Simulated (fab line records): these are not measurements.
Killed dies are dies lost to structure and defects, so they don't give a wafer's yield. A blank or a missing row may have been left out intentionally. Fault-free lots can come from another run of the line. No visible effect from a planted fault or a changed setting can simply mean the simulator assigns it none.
A lot that was struck, set against a sound lot ; flow nand-harc ; 43 out of 1302 route steps
Sound: the wafers L635.2, L635.5, L635.6. Struck: wafers L644.4, L644.5. (L644.1 of the same lot was not struck and is left out.) The cause comes at the end.
Each step with rows lists, per side, the tool, then ch with its chambers, then its first start. Under that, the readings that differ: sound wafers ; struck wafers ; difference of the means ; sigmas: that difference in standard deviations of wafers without a fault.
alike: words and numbers the same on both sides, and readings whose means are apart by under 2 such deviations; not compared: readings that were withheld, readings missing a value for some wafer, numbers with overlapping values and no deviation given by the record, and bounds like >300 which may hide the same value.
The two part at a step that has a row with sigmas, a row that says differs or no value, or rows on one side only. When numbers do not overlap yet have no deviation, they are printed without sigmas and do not part them. Lack of a reading on every wafer of one side parts them only where that side has two or more wafers.

first, 2 steps without rows for these wafers: NHARC_A_CONTACT_PEB_40 (peb time 65 s); NHARC_A_CONTACT_DEVELOP_41 (develop time 35 s).
NHARC_A_CONTACT_CD_MEAS_42: target cd 300 nm.
  sound on cd-sem-02 ch 0, day 22 15:36; struck on cd-sem-01 ch 0, day 26 00:33
  alike: cd-nm
NHARC_A_CONTACT_OVL_MEAS_43:
  sound on overlay-02 at day 22 15:41; struck on overlay-01 at day 26 00:38
  alike: overlay-x-nm, overlay-y-nm
NHARC_A_CONTACT_INSPECT_44:
  sound on defect-inspect-02 at day 22 15:43; struck on defect-inspect-01 at day 26 00:41
reading;sound;struck;difference;sigmas
raw-defect-count;52 57 51;138 133;+82;+3
then, 1 step without rows for these wafers: NHARC_A_CONTACT_DESCUM_47 (chemistry O2, time 3 s).
NHARC_A_CONTACT_ETCH_48: etches the open film in CF4, target depth 39 nm, time 65 s.
  sound on rie-diel-12 ch 0,1,3, day 22 15:53; struck on rie-diel-12 ch 2,3, day 26 00:50
  alike: drypump-motor-current-A, oes-product-au, rf-fwd-power-W, rf-vpp-V, showerhead-plenum-p-Torr, throttle-valve-pct
  not compared: rf-hours-counter-h
then, 2 steps without rows for these wafers: NHARC_A_CONTACT_ETCH_49 (etches the open film in N2/H2, target depth 260 nm, time 475.3 s); NHARC_A_CONTACT_ETCH_50 (etches the open film in CF4/CHF3, target depth 121 nm, time 60.5 s).
NHARC_A_CONTACT_ETCH_51: etches the open film in O2/COS, target depth 7000 nm, time 1820 s.
  sound: rie-diel-12 ch 0,1,3; struck: rie-diel-12 ch 0,1
  alike: cos-flow-sccm, drypump-motor-current-A, oes-product-au, rf-fwd-power-W, rf-vpp-V, showerhead-plenum-p-Torr, throttle-valve-pct
  not compared: rf-hours-counter-h
then, 2 steps without rows for these wafers: NHARC_A_CONTACT_ETCH_111 (etches the open film in C4F8/O2/Ar, time 140 s, target depth 700 nm); NHARC_A_CONTACT_ETCH_112 (etches the open film in C4F8/O2/Ar, time 190 s, target depth 1850 nm).
NHARC_A_CONTACT_ETCH_113: etches the open film in C4F8/O2/Ar, time 190 s, target depth 1850 nm.
  sound on har-cap-etch-03 ch 0,1, day 22 18:06; struck on har-cap-etch-01 ch 1, day 26 03:59
  not compared: rf-hours-counter-h
then, 1 step without rows for these wafers: NHARC_A_CONTACT_ETCH_114 (etches the open film in C4F8/O2/Ar, time 190 s, target depth 1850 nm).
NHARC_A_CONTACT_ETCH_115: etches the open film in C4F8/O2/Ar, time 190 s, target depth 1850 nm.
  sound on har-cap-etch-03 ch 0,1, day 22 18:34; struck on har-cap-etch-01 ch 1, day 26 04:19
  not compared: rf-hours-counter-h
then, 1 step without rows for these wafers: NHARC_A_CONTACT_ETCH_116 (etches the open film in C4F8/O2/Ar, time 190 s, target depth 1850 nm).
NHARC_A_CONTACT_ETCH_117: etches the open film in C4F8/O2/Ar, time 190 s, target depth 1850 nm.
  sound on har-cap-etch-03 ch 0,1, day 22 18:58; struck on har-cap-etch-01 ch 1, day 26 04:40
  not compared: rf-hours-counter-h
NHARC_A_CONTACT_ETCH_118: etches the open film in C4F8/O2/Ar, time 190 s, target depth 1850 nm.
  sound on har-cap-etch-03 ch 0,1, day 22 19:08; struck on har-cap-etch-01 ch 1, day 26 04:50
  not compared: rf-hours-counter-h
then, 7 steps without rows for these wafers: NHARC_A_CONTACT_ETCH_119 (etches the open film in C4F8/O2/Ar, time 190 s, target depth 1850 nm); NHARC_A_CONTACT_ETCH_120 (etches the open film in C4F8/O2/Ar, time 190 s, target depth 1850 nm); NHARC_A_CONTACT_ETCH_121 (etches the open film in C4F8/O2/Ar, time 190 s, target depth 1850 nm); NHARC_A_CONTACT_ETCH_122 (etches the open film in C4F8/O2/Ar, time 190 s, target depth 1850 nm); NHARC_A_CONTACT_ETCH_123 (etches the open film in C4F8/O2/Ar, time 490 s, target depth 2110 nm); NHARC_A_CONTACT_ETCH_90 (etches the open film in CH3F/O2, target depth 40 nm, time 85.7 s); NHARC_A_CONTACT_ETCH_96 (etches the open film in C4F6/O2, target depth 20 nm, time 10 s).
NHARC_A_CONTACT_CD_MEAS_53:
  sound on cd-sem-03 at day 22 21:11; struck on cd-sem-01 at day 26 06:53
  alike: cd-nm
then, 16 steps without rows for these wafers: NHARC_A_CONTACT_STRIP_99 (strips in N2/H2); NHARC_A_CONTACT_STRIP_100 (strips in CF4/CHF3); NHARC_A_CONTACT_STRIP_101 (strips in O2/COS); NHARC_A_CONTACT_ETCH_102 (etches the open film in CF4/O2, target depth 100 nm, overetch 10 nm, time 55 s); NHARC_A_CONTACT_STRIP_55 (strips in O2); NHARC_A_CONTACT_STRIP_56 (strips in post etch residue remover, time 600 s); NHARC_A_CONTACT_DEP_57 (deposits aC, target thk 5300 nm); NHARC_A_CONTACT_DEP_58 (deposits SiON, target thk 90 nm); NHARC_A_CONTACT_DEHYDRATE_59 (time 120 s); NHARC_A_CONTACT_HMDS_60 (time 30 s); NHARC_A_CONTACT_COAT_61 (time 75 s); NHARC_A_CONTACT_COAT_62 (time 65 s); NHARC_A_CONTACT_COAT_63 (resist thk 90 nm); NHARC_A_CONTACT_SOFTBAKE_64 (time 55 s); NHARC_A_CONTACT_EBR_65; NHARC_A_CONTACT_EXPOSE_66 (exposes mask A CC 2).
-- record jumps: 3 days between struck wafers' starts before vs after; left off in module A_CONTACT, resumes in module END, first step shown is number 1302 of the route --
NHARC_END_SORT_01:
  at this point the record logs the struck wafers (prober-02 ch 0, day 29 07:06) and has no rows for the sound ones

## WHERE THEY PART
First at NHARC_A_CONTACT_INSPECT_44; last, within this record, at NHARC_END_SORT_01.

WHY: what the simulator had put in
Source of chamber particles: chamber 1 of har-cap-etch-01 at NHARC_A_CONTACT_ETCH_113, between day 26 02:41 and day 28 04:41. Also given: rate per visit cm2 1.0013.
